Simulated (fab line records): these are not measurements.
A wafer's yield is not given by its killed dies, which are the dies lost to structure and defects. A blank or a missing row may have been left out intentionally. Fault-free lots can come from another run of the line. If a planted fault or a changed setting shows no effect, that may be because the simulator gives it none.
Chamber matching ; flow nand_harc ; NHARC_A_CONTACT_ALD_18 on ald_metal-03: 4 sister chambers
The step deposits TiN, target thk 3 nm, pulse time 1 s, ald cycles 150. 8 wafers are shown with their chamber, then 11 later ones without.

WAFERS PAIRED WITH THEIR CHAMBERS
wafer;chamber;heater_power_w (W);precursor_pulse_height_rel
L077.2;3;873;0.977
L085.5;3;867;0.987
L088.5;0;1084;0.977
L088.6;1;1024;1.003
L092.1;0;1135;0.982
L092.2;2;1012;1.002
L092.4;1;1041;0.978
L091.1;2;989;0.993

WAFERS MISSING THEIR CHAMBER
wafer;heater_power_w (W);precursor_pulse_height_rel
L091.3;883;1.013
L091.4;1105;1.011
L094.2;1101;1.018
L094.3;1024;1.029
L094.4;883;0.996
L095.3;870;1.014
L095.5;872;1.014
L095.6;1118;1.022
L097.1;963;1.012
L097.2;1005;0.977
L097.3;894;0.974

THE CHAMBER EACH PASSED THROUGH
wafer;from the rows above;in truth
L091.3;3;3
L091.4;can't be placed: 0 or 1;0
L094.2;can't be placed: 0 or 1 or 2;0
L094.3;can't be placed: 2 or 1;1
L094.4;3;3
L095.3;3;3
L095.5;3;3
L095.6;can't be placed: 0 or 1 or 2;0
L097.1;can't be placed: 2 or 1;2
L097.2;can't be placed: 1 or 2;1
L097.3;3;3
5 of 11 placed correctly. From these rows, 6 cannot be placed; in 6 the true chamber is one of the candidates. Number placed wrongly: 0.
How it was worked out, from the rows above alone: a wafer's distance from a chamber is the root of the sum, over the readings, of the square of ((its reading less the chamber's mean) divided by the reading's scatter). If the next closest chamber is less than 2 further off than the closest, the wafer can't be placed; otherwise it belongs to the closest. Each chamber's mean is taken over the wafers shown for it. How the scatter is found: for the shown wafers, subtract from each reading the mean of its chamber, square and add these, divide the total by (wafers less chambers), then take the root.
